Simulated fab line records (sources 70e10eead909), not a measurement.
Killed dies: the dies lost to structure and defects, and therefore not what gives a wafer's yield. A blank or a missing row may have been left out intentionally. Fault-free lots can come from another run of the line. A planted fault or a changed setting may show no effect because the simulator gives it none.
Chamber matching	flow nandHarc	rieDiel-04 running NHARC_A_STAIRCASE_STRIP_476: 4 sister chambers
The step strips in O2, time 20 s. 4 wafers are shown with their chamber, then 12 later ones without.

WAFERS PAIRED WITH THEIR CHAMBERS
wafer	chamber	showerheadPlenumPTorr (Torr)
L081.3	1	3.48
L083.2	0	3.79
L083.4	3	3.55
L083.6	2	3.30

WAFERS WHOSE CHAMBER IS MISSING
wafer	showerheadPlenumPTorr (Torr)
L085.4	3.30
L085.5	3.47
L085.6	3.79
L094.1	3.77
L094.2	3.52
L094.5	3.29
L095.2	3.29
L095.3	3.52
L095.5	3.77
L097.3	3.76
L097.4	3.45
L097.6	3.76

WHICH CHAMBER EACH WENT THROUGH
wafer	from the rows above	in truth
L085.4	2	2
L085.5	1	1
L085.6	0	0
L094.1	0	0
L094.2	can't be placed: 3 or 1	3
L094.5	2	2
L095.2	2	2
L095.3	can't be placed: 3 or 1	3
L095.5	0	0
L097.3	0	0
L097.4	1	1
L097.6	0	0
10 of 12 placed correctly. From these rows, 2 cannot be placed; in 2 the true chamber is one of the candidates. Number placed wrongly: 0.
How it was worked out, from the rows above alone: a wafer's distance from a chamber is the root of the sum, over the readings, of the square of ((its reading less the chamber's mean) divided by the reading's scatter). The wafer belongs to the nearest chamber; if the next one is less than 2 further off, it can't be placed. A chamber's mean is the mean of its shown wafers. The scatter: with one shown wafer a chamber, the root of the mean of the squares of how far each hidden wafer lies from its nearest shown one.
